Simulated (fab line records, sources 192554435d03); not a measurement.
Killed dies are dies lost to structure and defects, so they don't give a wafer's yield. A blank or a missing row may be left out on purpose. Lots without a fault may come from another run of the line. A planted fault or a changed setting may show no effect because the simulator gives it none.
Chamber matching | flow n5_finfet | N5_SPACER0_ALD_00 on ald_sin-03: 4 sister chambers
The step deposits SiOCN, target thk 3.5 nm, pulse time 3 s, purge time 2 s. 8 wafers are shown with their chamber, then 7 later ones without.

WAFERS WITH THEIR CHAMBER
wafer  | chamber | heater_power_w (W) | chamber_pressure_Torr (Torr)
L074.4 | 1       | 872                | 2.002
L074.5 | 2       | 1056               | 1.997
L081.4 | 1       | 884                | 2.000
L082.6 | 0       | 812                | 1.997
L085.3 | 2       | 1069               | 2.001
L085.6 | 3       | 882                | 1.998
L088.3 | 0       | 802                | 1.997
L088.5 | 3       | 900                | 1.997

WAFERS WITHOUT THEIR CHAMBER
wafer  | heater_power_w (W) | chamber_pressure_Torr (Torr)
L088.6 | 794                | 1.998
L089.2 | 844                | 2.005
L089.4 | 785                | 1.996
L089.5 | 792                | 1.996
L093.3 | 792                | 2.005
L093.5 | 778                | 1.994
L093.6 | 862                | 1.991

WHICH CHAMBER EACH WENT THROUGH
wafer  | from the rows above          | in truth
L088.6 | 0                            | 0
L089.2 | can't be placed: 1 or 0      | 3
L089.4 | 0                            | 0
L089.5 | 0                            | 0
L093.3 | 0                            | 0
L093.5 | 0                            | 0
L093.6 | can't be placed: 3 or 1 or 0 | 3
Placed correctly: 5 of 7. Can't be placed from these rows: 2 (the true chamber is among the candidates in 1). Placed wrongly: 0.
How it was worked out, from the rows above alone: a wafer's distance from a chamber is the root of the sum, over the readings, of the square of ((its reading less the chamber's mean) divided by the reading's scatter). The wafer belongs to the nearest chamber; if the next one is less than 2 further off, it can't be placed. A chamber's mean is the mean of its shown wafers. The scatter: the root of (the sum of the squares of (reading less its chamber's mean) over the shown wafers, divided by (wafers less chambers)).
